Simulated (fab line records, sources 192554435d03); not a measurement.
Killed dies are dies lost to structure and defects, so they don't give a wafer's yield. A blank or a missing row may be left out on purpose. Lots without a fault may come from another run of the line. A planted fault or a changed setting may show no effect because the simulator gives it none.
Chamber matching | flow n5_finfet | N5_BEOL_M0_ALD_136 on ald_metal-02: 4 sister chambers
The step deposits TaN, pulse time 2 s, purge time 3 s, co reactant purge time 2 s. 8 wafers are shown with their chamber, then 9 later ones without.

WAFERS WITH THEIR CHAMBER
wafer  | chamber | heater_power_w (W)
L077.2 | 3       | 432
L083.5 | 1       | 386
L087.1 | 0       | 460
L089.2 | 1       | 390
L089.5 | 2       | 457
L092.2 | 0       | 448
L092.3 | 3       | 445
L092.5 | 2       | 448

WAFERS WITHOUT THEIR CHAMBER
wafer  | heater_power_w (W)
L093.1 | 449
L093.3 | 460
L093.6 | 457
L094.2 | 431
L094.3 | 442
L094.5 | 454
L096.3 | 430
L096.4 | 460
L096.5 | 457

WHICH CHAMBER EACH WENT THROUGH
wafer  | from the rows above          | in truth
L093.1 | can't be placed: 2 or 0 or 3 | 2
L093.3 | can't be placed: 0 or 2      | 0
L093.6 | can't be placed: 0 or 2      | 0
L094.2 | can't be placed: 3 or 2      | 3
L094.3 | can't be placed: 3 or 2 or 0 | 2
L094.5 | can't be placed: 0 or 2      | 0
L096.3 | can't be placed: 3 or 2      | 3
L096.4 | can't be placed: 0 or 2      | 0
L096.5 | can't be placed: 0 or 2      | 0
Placed correctly: 0 of 9. Can't be placed from these rows: 9 (the true chamber is among the candidates in 9). Placed wrongly: 0.
How it was worked out, from the rows above alone: a wafer's distance from a chamber is the root of the sum, over the readings, of the square of ((its reading less the chamber's mean) divided by the reading's scatter). The wafer belongs to the nearest chamber; if the next one is less than 2 further off, it can't be placed. A chamber's mean is the mean of its shown wafers. The scatter: the root of (the sum of the squares of (reading less its chamber's mean) over the shown wafers, divided by (wafers less chambers)).
